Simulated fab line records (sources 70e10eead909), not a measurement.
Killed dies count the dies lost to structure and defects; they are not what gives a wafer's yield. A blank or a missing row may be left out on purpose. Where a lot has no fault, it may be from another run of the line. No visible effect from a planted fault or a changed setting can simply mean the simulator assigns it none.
Chamber matching	flow nandHarc	NHARC_THIN_TSV_DESCUM_14 on rieDiel-09: 4 sister chambers
The step chemistry O2, time 3 s. 8 wafers are shown with their chamber, then 7 later ones without.

WAFERS, EACH WITH ITS CHAMBER
wafer	chamber	showerheadPlenumPTorr (Torr)	oesProductAu (a.u.)
L075.3	1	1.89	1.025
L081.3	1	1.89	1.007
L083.6	0	1.97	1.002
L084.1	3	1.80	0.990
L084.5	3	1.80	0.991
L084.6	2	2.02	1.001
L087.3	2	2.03	1.005
L087.4	0	1.96	0.994

WAFERS WHOSE CHAMBER IS MISSING
wafer	showerheadPlenumPTorr (Torr)	oesProductAu (a.u.)
L087.5	2.03	0.998
L091.1	1.89	1.008
L091.5	1.89	1.007
L091.6	1.96	1.007
L095.1	1.80	1.001
L095.2	1.89	1.014
L095.3	1.96	1.009

CHAMBER TAKEN BY EACH
wafer	from the rows above	in truth
L087.5	2	2
L091.1	1	1
L091.5	1	1
L091.6	0	0
L095.1	3	3
L095.2	1	1
L095.3	0	0
Correctly placed: 7 of 7. Not placeable from these rows: 0. Number placed wrongly: 0.
How it was worked out, from the rows above alone: a wafer's distance from a chamber is the root of the sum, over the readings, of the square of ((its reading less the chamber's mean) divided by the reading's scatter). If the next closest chamber is less than 2 further off than the closest, the wafer can't be placed; otherwise it belongs to the closest. The mean given for a chamber averages the wafers shown for that chamber. The scatter: the root of (the sum of the squares of (reading less its chamber's mean) over the shown wafers, divided by (wafers less chambers)).
